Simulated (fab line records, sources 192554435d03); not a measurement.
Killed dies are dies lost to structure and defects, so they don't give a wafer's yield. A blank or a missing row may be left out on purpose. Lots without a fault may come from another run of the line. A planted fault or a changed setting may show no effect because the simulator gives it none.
Which tool did it? | flow n5_finfet | 11 lots, 31 wafers sampled, at 2 steps of a route of 1938

WHAT THE GAUGES READ, wafer by wafer
N5_BEOL_M11_CD_MEAS_18: pitch 140 nm, target cd 70 nm. Usual: cd_nm 70.0 nm, standard deviation 0.56.
lot  | measured     | on        | cd_nm (nm)     | flag
L958 | day 10 12:17 | cd_sem-02 | 69.7 70.4 69.6 |
L959 | day 11 01:32 | cd_sem-03 | 70.4 70.5 70.7 |
L961 | day 11 19:49 | cd_sem-02 | 69.5 69.9 69.9 |
L962 | day 12 22:44 | cd_sem-01 | 69.8 69.5 69.6 |
L966 | day 13 06:11 | cd_sem-01 | 70.9 70.0 71.3 |
L968 | day 14 03:32 | cd_sem-03 | 69.9 70.6      |
L970 | day 14 06:44 | cd_sem-02 | 70.3 70.4      |
L971 | day 14 20:20 | cd_sem-03 | 70.5 68.9 69.5 |
L975 | day 15 10:13 | cd_sem-03 | 70.3 70.7 70.1 |
L973 | day 15 11:22 | cd_sem-02 | 70.0 70.1 70.4 |
L974 | day 15 11:34 | cd_sem-01 | 70.6 69.9 69.3 |

WHICH TOOL RAN EACH LOT (tool, then ch and the chambers of the sampled wafers, then the start)
lot  | N5_BEOL_M11_STRIP_19
L958 | rie_diel-06 ch 1,2, day 10 12:13
L959 | rie_diel-02 ch 0,1,2, day 11 01:28
L961 | rie_diel-05 ch 1,2,3, day 11 19:45
L962 | rie_diel-02 ch 0,2,3, day 12 22:40
L966 | rie_diel-06 ch 1,2, day 13 06:07
L968 | rie_diel-02 ch 0,2, day 14 03:28
L970 | rie_diel-06 ch 1,3, day 14 06:40
L971 | rie_diel-06 ch 1,2,3, day 14 20:16
L975 | rie_diel-06 ch 1,2,3, day 15 10:08
L973 | rie_diel-02 ch 1,2,3, day 15 11:17
L974 | rie_diel-02 ch 0,3, day 15 11:30
- N5_BEOL_M11_STRIP_19: strips in O2.

WHAT THE TOOLS THEMSELVES READ (means of the sampled wafers that have a number; where no wafer has one, the mark that the record gives instead)
N5_BEOL_M11_STRIP_19. Usual: drypump_motor_current_A 5.8 A, standard deviation 0.56; oes_product_au 0.79 a.u., standard deviation 0.065; rf_vpp_V 3.6 V, standard deviation 0.61; showerhead_plenum_p_Torr 2.10 Torr, standard deviation 0.076; throttle_valve_pct 16.68 %, standard deviation 0.2.
lot  | tool        | drypump_motor_current_A (A) | oes_product_au (a.u.) | rf_vpp_V (V) | showerhead_plenum_p_Torr (Torr) | throttle_valve_pct (%) | flag
L958 | rie_diel-06 | 5.8                         | 0.73                  | 3.2          | 2.02                            | 16.69                  |
L959 | rie_diel-02 | 5.3                         | 0.81                  | 3.2          | 2.14                            | 16.72                  |
L961 | rie_diel-05 | 5.7                         | 0.78                  | 3.9          | 2.16                            | 16.82                  |
L962 | rie_diel-02 | 5.6                         | 0.84                  | 3.1          | 2.13                            | 16.63                  |
L966 | rie_diel-06 | 6.2                         | 0.74                  | 4.0          | 2.05                            | 16.76                  |
L968 | rie_diel-02 | 5.1                         | 0.81                  | 3.8          | 2.12                            | 16.73                  |
L970 | rie_diel-06 | 6.0                         | 0.76                  | 3.0          | 2.00                            | 16.72                  |
L971 | rie_diel-06 | 6.2                         | 0.75                  | 3.4          | 2.03                            | 16.75                  |
L975 | rie_diel-06 | 6.2                         | 0.74                  | 3.8          | 2.03                            | 16.77                  |
L973 | rie_diel-02 | 5.7                         | 0.77                  | 3.7          | 2.11                            | 16.67                  |
L974 | rie_diel-02 | 6.0                         | 0.84                  | 3.8          | 2.16                            | 16.62                  |

THE ANSWER, worked out from the rows above alone
Rule: a lot is off if the mean of its wafers that have a number lies more than 3 standard deviations from the usual mean. A lot without any number at a reading at which 4 lots or more have one is off too. The other lots that the step has rows for count as sound. The gauges are gone through in route order, then the tools' own readings, and for those a lot's mean is taken as printed above. The first step at which some lot is off is used, and at that step the reading that is off furthest; a lot without a number counts as furthest.
No lot is off at any reading shown: from this, nothing can be told.

WHAT THE SIMULATOR HAD PUT IN
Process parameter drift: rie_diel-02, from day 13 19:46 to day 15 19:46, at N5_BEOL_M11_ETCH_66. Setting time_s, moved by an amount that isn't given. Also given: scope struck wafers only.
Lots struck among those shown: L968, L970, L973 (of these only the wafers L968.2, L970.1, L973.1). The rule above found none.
